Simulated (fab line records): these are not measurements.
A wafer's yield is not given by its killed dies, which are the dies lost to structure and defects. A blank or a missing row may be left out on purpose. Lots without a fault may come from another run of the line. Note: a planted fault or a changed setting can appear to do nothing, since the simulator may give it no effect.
Code-filled problem report in 8D (eight disciplines) form :: flow nand_harc :: the parts of the form that need people (team, actions taken, sign-off) are left out

## 1. THE ISSUE
Mean of killed_at_periphery at NHARC_END_SORT_01: 88.0 across 6 wafers in 2 lots; on wafers with no fault it is 3.5 (standard deviation 2.3). That puts it +37 standard deviations away from the usual mean.
Earliest sighting: wafer L861.2 on prober-01 at day 28 04:12. Wafers with a number at this step in the record: 12, from 4 lots. The rule behind "out" and "out of limits": a value lying over 4 standard deviations away from the usual mean. Any other wafer with a number is counted as sound.

## 2. WHAT IT IS; WHAT IT IS NOT
question: which readings at this step
is: killed_at_periphery
is not: killed_at_array, killed_at_other, killed_short

question: which lots
is: L861, L862
is not: L852, L872

question: which wafers of those lots
is: all that have a number
is not: -

question: read on which gauges
is: prober-01, prober-02
is not: -

question: when
is: from day 28 04:12
is not: up to then (3 sound wafers); but 3 sound wafers of L872 came after

## 3. SUSPECTS, AND WHAT RULES EACH OUT
Counting: any tool at a process step up to the reading is kept as a suspect provided that every lot that is out went through it and no sound lot did after the first of them.
- ruled out: the gauge at NHARC_END_SORT_01. Those wafers that are out were read across 2 gauges (prober-01, prober-02).
- pvd_sputter-02 at NHARC_P_BONDPAD_PRE_CLEAN_26 (time 30 s): ruled out as a lasting fault. Sound lots L872 ran on it after its first lot that is out, L861 (day 10 15:26).
Left after counting: nothing in the record.

## 4. THE CAUSE (what the simulator had put in)
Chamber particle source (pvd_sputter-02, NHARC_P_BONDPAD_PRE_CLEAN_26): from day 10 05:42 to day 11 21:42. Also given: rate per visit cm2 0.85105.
Counting ruled it out, wrongly: the rule takes a fault to strike every lot that its tool runs from its start on, and this one did not.

## 5. THE CHAIN OF EFFECTS, in route order
Each row: a reading where the mean over the struck wafers with a number is more than 3 standard deviations away from the usual. Only readings whose record carries a usual standard deviation are examined. hours: median over the lots of the time between each lot's start at the first step of this table that gives one and its start at this step. sigmas: the change, counted in usual standard deviations.
hours: 0
step: NHARC_END_SORT_01
reading: defect_limited_yield
usual: 89.8 %
on struck wafers: 78.4
change: -11.4
sigmas: -4.7

hours: 0
step: NHARC_END_SORT_01
reading: killed_at_periphery
usual: 3.5
on struck wafers: 88.0
change: +84.5
sigmas: +37

hours: 0
step: NHARC_END_SORT_01
reading: killed_dies
usual: 69
on struck wafers: 146
change: +77
sigmas: +4.5

## 6. HOW IT WOULD HAVE BEEN CAUGHT EARLIER
In this record the first reading out of limits at a measuring or inspecting step was taken at day 28 04:12, 431 hours after the fault began at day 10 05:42.
No tool reading at NHARC_P_BONDPAD_PRE_CLEAN_26 that has a usual standard deviation in the record was out on any struck wafer, so an alarm limit of 4 standard deviations on those readings would not have fired.
